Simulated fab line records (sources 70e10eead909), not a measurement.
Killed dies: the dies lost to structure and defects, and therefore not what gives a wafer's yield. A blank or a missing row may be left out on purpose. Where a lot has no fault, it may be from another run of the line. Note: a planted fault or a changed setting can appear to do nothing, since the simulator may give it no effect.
Code-filled problem report in 8D (eight disciplines) form || flow nand-harc || the parts of the form that need people (team, actions taken, sign-off) are left out

1. THE PROBLEM
Wafers without a fault read 64, standard deviation 16; killed-at-array at NHARC_END_SORT_01 reads a mean of 654 on 2 wafers belonging to 2 lots. Measured from the usual mean, that is +37 standard deviations.
First observed at day 29 03:59: wafer L422.3, on prober-01. Wafers with a number at this step in the record: 4, from 2 lots. Rule for "out" (also "out of limits"): further than 4 standard deviations from the usual mean. The other wafers with a number count as sound.

2. WHAT IT IS; WHAT IT IS NOT
{"question": "which readings at this step", "is": "killed-at-array, killed-dies", "is not": "killed-at-other, killed-at-periphery, killed-open, killed-short"}
{"question": "which lots", "is": "L422, L426", "is not": "-"}
{"question": "which wafers of those lots", "is": "L422.3, L426.3", "is not": "L422.6, L426.4"}
{"question": "read on which gauges", "is": "prober-01", "is not": "-"}
{"question": "when", "is": "from day 29 03:59", "is not": "up to then (0 sound wafers); but 2 sound wafers of L422, L426 came after"}

3. WHAT RULES OUT EACH SUSPECT
Counting: a tool at a process step up to the reading stays a suspect if it ran every lot that is out. Sound lots after the first of them don't rule it out here, since some wafers of a struck lot are sound.
- the gauge at NHARC_END_SORT_01: ruled out. All the wafers that are out were read on prober-01, but those of them that NHARC_A_SLIT_ETCH_24 has rows for are out there too, on other tools.
- rie-diel-03 at NHARC_A_SLIT_ETCH_24 (etches the open film in CF4/CHF3, target depth 121 nm, time 60.5 s): kept. It ran every lot that is out, first L422 (day 24 08:40). On those wafers its own readings are out: run-length-s.
- rie-diel-03 at NHARC_A_SLIT_ETCH_15 (etches the open film in O2/COS, target depth 6200 nm, time 1612 s): kept. It ran every lot that is out, first L422 (day 29 03:59). With no start given for some of its lots, NHARC_A_SLIT_ETCH_15 uses the hours and lot order of NHARC_END_SORT_01.
- Within rie-diel-03 at NHARC_A_SLIT_ETCH_24: the wafers that are out ran in chambers 2, 3; their sound lot-mates ran in chamber 0.
The count leaves rie-diel-03 at NHARC_A_SLIT_ETCH_15 and rie-diel-03 at NHARC_A_SLIT_ETCH_24.

4. THE CAUSE (what the simulator had put in)
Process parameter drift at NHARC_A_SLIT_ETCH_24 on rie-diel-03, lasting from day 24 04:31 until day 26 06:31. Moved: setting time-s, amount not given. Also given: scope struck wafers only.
After counting, 2 suspects remain, this tool included.

5. SEQUENCE OF EFFECTS, ordered by route
Each row: a reading where the mean over the struck wafers with a number is more than 3 standard deviations away from the usual. Only readings for which the record gives a usual standard deviation are gone through. hours: the time from each lot's start at the first step in this table that gives one to its start at this step, as a median over the lots. sigmas: the change in usual standard deviations.
{"hours": 0, "step": "NHARC_A_SLIT_ETCH_24", "reading": "run-length-s", "usual": "82.0 s", "on struck wafers": 67.8, "change": -14.2, "sigmas": -37}
{"hours": 117, "step": "NHARC_END_SORT_01", "reading": "killed-at-array", "usual": 64, "on struck wafers": 654, "change": "+590", "sigmas": "+37"}
{"hours": 117, "step": "NHARC_END_SORT_01", "reading": "killed-dies", "usual": 69, "on struck wafers": 658, "change": "+588", "sigmas": "+35"}
The process steps in it:
- NHARC_A_SLIT_ETCH_24: etches the open film in CF4/CHF3, target depth 121 nm, time 60.5 s.

6. HOW IT WOULD HAVE BEEN CAUGHT EARLIER
Counted from the fault's start at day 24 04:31, it took 119 hours until the first out-of-limits reading at a measuring or inspecting step in this record, taken at day 29 03:59.
At NHARC_A_SLIT_ETCH_24, the tool's own readings (run-length-s) were out on each struck wafer the step has a row for, so an alarm limit on them would have fired on the first such wafer.
By day 29 03:59 the whole set of lots that are out, 2 in number, had already begun NHARC_A_SLIT_ETCH_24 on rie-diel-03. Had the tool been put on hold then, not one of them would have been saved.
